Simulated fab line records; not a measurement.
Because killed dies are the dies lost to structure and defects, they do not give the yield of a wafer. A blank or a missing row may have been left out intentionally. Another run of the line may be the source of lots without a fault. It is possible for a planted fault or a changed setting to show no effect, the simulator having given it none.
2 desks, one fault -- flow nandHarc -- numbers are kept per desk, each desk with only its own; the story behind them comes last

== AT THE METROLOGY DESK ==
Means of the sampled wafers that have a number, per lot and without regard to the tool the lot ran on: this is what the gauges read. Marked OUT: a lot whose mean sits more than 4 standard deviations from the usual mean, which makes it out of limits; the brackets give that distance.
Columns: A = cdNm at NHARC_P_GATE_CD_MEAS_46, usual 720.5 nm
lot,first seen here,A
L732,day 6 04:12,719.5
L734,day 6 17:04,723.3
L747,day 12 06:55,721.3
L748,day 12 11:53,720.7
L751,day 13 17:16,718.0
L753,day 14 15:53,717.7
Finding of this desk: none of the 6 lots has anything out of limits.

== DESK OF THE TOOL OWNER: krfScanner-04 ==
The tool's own readings at NHARC_P_GATE_EXPOSE_43 (exposes mask P NSD, target cd 720 nm): means of the sampled wafers that have a number, for each lot that ran on this tool. Marked OUT: a lot whose mean sits more than 4 standard deviations from the usual mean, which makes it out of limits; the brackets give that distance.
Columns: A = exposureDoseMJCm2 at NHARC_P_GATE_EXPOSE_43, usual 14.808
lot,first seen here,A
L732,day 6 04:03,14.803
L747,day 12 06:46,14.810
L748,day 12 11:43,14.819
L753,day 14 15:44,14.805
Finding of this desk: none of the 4 lots has anything out of limits.

== PUT TOGETHER ==
From the metrology desk's view, nothing was out of limits.
Nothing out of limits was seen by the tool owner's desk.

== WHAT THE SIMULATOR HAD INSERTED ==
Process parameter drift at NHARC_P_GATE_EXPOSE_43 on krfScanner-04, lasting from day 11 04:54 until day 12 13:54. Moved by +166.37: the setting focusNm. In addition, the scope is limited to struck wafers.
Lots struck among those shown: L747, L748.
